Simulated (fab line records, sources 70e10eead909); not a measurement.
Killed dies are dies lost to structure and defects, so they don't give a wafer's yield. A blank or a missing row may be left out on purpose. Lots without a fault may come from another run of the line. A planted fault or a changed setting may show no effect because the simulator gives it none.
Chamber matching | flow nand_harc | NHARC_A_STAIRCASE_CMP_472 on cmp-02: 4 sister chambers
The step polishes SiO2. 4 wafers are shown with their chamber, then 12 later ones without.

WAFERS WITH THEIR CHAMBER
wafer  | chamber | motor_current_A (A)
L084.6 | 0       | 11.2
L087.3 | 1       | 13.3
L087.4 | 2       | 11.4
L087.5 | 3       | 12.5

WAFERS WITHOUT THEIR CHAMBER
wafer  | motor_current_A (A)
L090.2 | 11.5
L090.4 | 13.0
L090.5 | 11.9
L092.1 | 10.8
L092.4 | 11.6
L092.5 | 13.3
L093.1 | 10.9
L093.2 | 12.0
L093.5 | 12.0
L096.1 | 11.4
L096.3 | 11.1
L096.5 | 12.1

WHICH CHAMBER EACH WENT THROUGH
wafer  | from the rows above          | in truth
L090.2 | can't be placed: 2 or 0      | 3
L090.4 | can't be placed: 1 or 3      | 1
L090.5 | can't be placed: 2 or 3 or 0 | 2
L092.1 | can't be placed: 0 or 2      | 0
L092.4 | can't be placed: 2 or 0      | 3
L092.5 | 1                            | 1
L093.1 | can't be placed: 0 or 2      | 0
L093.2 | can't be placed: 3 or 2 or 0 | 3
L093.5 | can't be placed: 3 or 2 or 0 | 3
L096.1 | can't be placed: 2 or 0      | 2
L096.3 | can't be placed: 0 or 2      | 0
L096.5 | can't be placed: 3 or 2 or 0 | 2
Placed correctly: 1 of 12. Can't be placed from these rows: 11 (the true chamber is among the candidates in 9). Placed wrongly: 0.
How it was worked out, from the rows above alone: a wafer's distance from a chamber is the root of the sum, over the readings, of the square of ((its reading less the chamber's mean) divided by the reading's scatter). The wafer belongs to the nearest chamber; if the next one is less than 2 further off, it can't be placed. A chamber's mean is the mean of its shown wafers. The scatter: with one shown wafer a chamber, the root of the mean of the squares of how far each hidden wafer lies from its nearest shown one.
